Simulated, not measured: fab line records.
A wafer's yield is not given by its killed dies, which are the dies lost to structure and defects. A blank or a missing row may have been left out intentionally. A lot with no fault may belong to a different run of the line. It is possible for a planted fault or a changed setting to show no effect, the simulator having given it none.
Which of the tools did it? | flow nand-harc | Sampling: 11 lots, 33 wafers, 3 of 1302 route steps

WHAT EACH GAUGE READ, for each wafer
NHARC_P_ZERO_WELL_CD_MEAS_37 targets a cd of 720 nm.
lot  | measured     | on        | cd-nm (nm)
L763 | day 1 23:58  | cd-sem-01 | 720.0 719.2 718.1
L764 | day 2 10:17  | cd-sem-01 | 717.1 719.0 717.8
L766 | day 3 06:20  | cd-sem-02 | 718.7 718.3 719.1
L768 | day 4 02:13  | cd-sem-03 | 717.2 719.2 721.1
L769 | day 4 12:15  | cd-sem-01 | 720.0 721.2 722.1
L771 | day 5 08:00  | cd-sem-01 | 719.1 722.0 719.3
L772 | day 5 18:09  | cd-sem-01 | 708.0 711.3 711.1
L773 | day 6 03:51  | cd-sem-02 | 716.1 718.1 718.3
L783 | day 10 08:13 | cd-sem-03 | 717.9 719.1 719.0
L784 | day 10 18:29 | cd-sem-01 | 720.4 721.8 719.7
L786 | day 11 14:16 | cd-sem-03 | 716.8 718.3 717.4

WHAT TOOL EACH LOT RAN ON (gives the tool, then ch and the chambers of the sampled wafers, and finally the start)
lot  | NHARC_P_ZERO_WELL_ETCH_63        | NHARC_P_ZERO_WELL_EXPOSE_34
L763 | rie-si-02 ch 1,2, day 1 21:40    | krf-scanner-03 ch 0, day 1 23:49
L764 | rie-si-03 ch 0,1,2, day 2 07:53  | krf-scanner-03 ch 0, day 2 10:07
L766 | rie-si-02 ch 0,2,3, day 3 03:47  | krf-scanner-04 ch 0, day 3 06:11
L768 | rie-si-02 ch 1,2,3, day 3 23:39  | krf-scanner-02 ch 0, day 4 02:04
L769 | rie-si-05 ch 0,1,2, day 4 09:49  | krf-scanner-04 ch 0, day 4 12:06
L771 | rie-si-03 ch 1,2,3, day 5 05:34  | krf-scanner-03 ch 0, day 5 07:51
L772 | rie-si-02 ch 1,2, day 5 15:33    | krf-scanner-02 ch 0, day 5 17:59
L773 | rie-si-05 ch 1,2,3, day 6 01:32  | krf-scanner-02 ch 0, day 6 03:42
L783 | rie-si-02 ch 1,2,3, day 10 05:41 | krf-scanner-02 ch 0, day 10 08:04
L784 | rie-si-02 ch 0,2,3, day 10 15:50 | krf-scanner-04 ch 0, day 10 18:20
L786 | rie-si-05 ch 1,2, day 11 11:37   | krf-scanner-02 ch 0, day 11 14:07
- NHARC_P_ZERO_WELL_ETCH_63: etches the open film in HBr/Cl2, target depth 120 nm, time 40.1 s.
- NHARC_P_ZERO_WELL_EXPOSE_34: exposes mask P PWELL, target cd 720 nm.

THE ANSWER, worked out from the rows above alone
Rule: the lots themselves supply what counts as usual. Put in order of their means at a reading, lots are off if they are a third of the lots or fewer, leave a main group of 4 or more, and stand apart from it by a gap of 3 or more times the standard deviation of the main group's means; of several such gaps the widest counts. Not used: any main group whose means are identical at the precision the tables above print for the reading. A lot without any number at a reading at which 4 lots or more have one is off too. Any other lot the step has rows for is counted as sound.
Off at NHARC_P_ZERO_WELL_CD_MEAS_37 (cd-nm): L772. The main group: mean 719.0 nm, standard deviation 1.2.
If a tool, at a process step before that reading, ran all the lots that are off and no sound lot after the first of them, it fits. Gauges at NHARC_P_ZERO_WELL_CD_MEAS_37: tried the same way as those tools. None of those tried fits.

WHAT THE SIMULATOR PUT IN
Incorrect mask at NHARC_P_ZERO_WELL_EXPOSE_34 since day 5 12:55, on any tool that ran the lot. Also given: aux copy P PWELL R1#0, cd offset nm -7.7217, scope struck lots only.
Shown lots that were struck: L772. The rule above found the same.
